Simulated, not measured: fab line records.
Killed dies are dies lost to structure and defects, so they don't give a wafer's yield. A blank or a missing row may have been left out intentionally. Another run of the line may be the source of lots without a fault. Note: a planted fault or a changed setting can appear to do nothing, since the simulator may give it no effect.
Matching of chambers    flow n5-finfet    pecvd-01 running N5_BEOL_M5_ILD_DEP_00: 3 sister chambers
The step deposits SiCOH lowk from DEMS/porogen, target thk 140.64 nm, time 25.9 s. 16 wafers are shown with their chamber, then 8 later ones without.

== EACH WAFER AND ITS CHAMBER ==
wafer   chamber  throttle-valve-pct (%)  showerhead-vpp-V (V)  heater-power-w (W)
L076.1  0        15.3                    1280                  282
L076.2  1        15.1                    1396                  261
L076.5  2        12.3                    1259                  327
L080.1  1        14.9                    1402                  262
L080.3  0        15.5                    1291                  292
L080.4  1        15.2                    1418                  266
L083.1  0        15.4                    1287                  306
L083.3  2        12.8                    1227                  326
L083.4  2        12.4                    1263                  323
L087.1  0        15.7                    1266                  327
L087.4  2        12.7                    1238                  336
L087.5  1        15.1                    1421                  231
L088.1  2        13.0                    1239                  362
L088.3  1        15.0                    1441                  239
L088.6  2        12.5                    1247                  359
L092.4  2        12.8                    1258                  356

SIGNATURES (averages over the wafers above)
reading             chamber 0  chamber 1  chamber 2  scatter within a chamber
throttle-valve-pct  15.475     15.060     12.643     0.199
showerhead-vpp-V    1281.00    1415.60    1247.29    14.3
heater-power-w      301.75     251.80     341.29     17.3
Rule: for each reading, subtract the chamber's mean from the wafer's reading, divide by that reading's scatter and square the result; add these up over the readings and take the root, which gives the wafer's distance from the chamber. The wafer belongs to the nearest chamber; if the next one is less than 2 further off, it can't be placed. The scatter: take each reading less its chamber's mean, square it, sum over the shown wafers, divide by the number of wafers less the number of chambers, and take the root.

== WAFERS WITH NO CHAMBER GIVEN ==
wafer   throttle-valve-pct (%)  showerhead-vpp-V (V)  heater-power-w (W)
L092.5  15.5                    1278                  325
L092.6  15.3                    1419                  245
L097.4  15.1                    1400                  243
L097.5  15.5                    1279                  298
L097.6  12.5                    1246                  345
L096.2  12.5                    1258                  352
L096.4  15.2                    1441                  233
L096.6  12.6                    1253                  360

== EACH ONE'S CHAMBER ==
wafer   from the rows above  in truth
L092.5  0                    0
L092.6  1                    1
L097.4  1                    1
L097.5  0                    0
L097.6  2                    2
L096.2  2                    2
L096.4  1                    1
L096.6  2                    2
Placed correctly: 8 of 8. Left unplaced by these rows: 0. Wrongly placed: 0.
